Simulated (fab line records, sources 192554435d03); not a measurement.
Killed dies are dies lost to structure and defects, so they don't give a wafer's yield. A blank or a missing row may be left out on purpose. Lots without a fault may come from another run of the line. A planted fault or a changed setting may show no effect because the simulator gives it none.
Chamber matching | flow n5_finfet | N5_BEOL_M2_ETCH_63 on rie_diel-01: 4 sister chambers
The step etches SiARC in CF4, target depth 15.6 nm, time 26 s. 8 wafers are shown with their chamber, then 9 later ones without.

WAFERS WITH THEIR CHAMBER
wafer  | chamber | drypump_motor_current_A (A) | showerhead_plenum_p_Torr (Torr)
L076.4 | 2       | 5.3                         | 2.16
L083.2 | 3       | 6.6                         | 2.20
L088.1 | 1       | 6.0                         | 2.05
L088.2 | 0       | 5.2                         | 2.19
L088.3 | 2       | 5.3                         | 2.16
L091.1 | 0       | 5.2                         | 2.19
L091.3 | 3       | 6.5                         | 2.19
L091.6 | 1       | 6.0                         | 2.05

WAFERS WITHOUT THEIR CHAMBER
wafer  | drypump_motor_current_A (A) | showerhead_plenum_p_Torr (Torr)
L094.1 | 6.6                         | 2.19
L094.4 | 6.6                         | 2.19
L094.5 | 6.6                         | 2.19
L096.1 | 6.6                         | 2.19
L096.3 | 6.0                         | 2.04
L096.6 | 5.3                         | 2.15
L097.2 | 6.6                         | 2.18
L097.3 | 5.3                         | 2.15
L097.5 | 6.0                         | 2.04

WHICH CHAMBER EACH WENT THROUGH
wafer  | from the rows above | in truth
L094.1 | 3                   | 3
L094.4 | 3                   | 3
L094.5 | 3                   | 3
L096.1 | 3                   | 3
L096.3 | 1                   | 1
L096.6 | 2                   | 2
L097.2 | 3                   | 3
L097.3 | 2                   | 2
L097.5 | 1                   | 1
Placed correctly: 9 of 9. Can't be placed from these rows: 0. Placed wrongly: 0.
How it was worked out, from the rows above alone: a wafer's distance from a chamber is the root of the sum, over the readings, of the square of ((its reading less the chamber's mean) divided by the reading's scatter). The wafer belongs to the nearest chamber; if the next one is less than 2 further off, it can't be placed. A chamber's mean is the mean of its shown wafers. The scatter: the root of (the sum of the squares of (reading less its chamber's mean) over the shown wafers, divided by (wafers less chambers)).
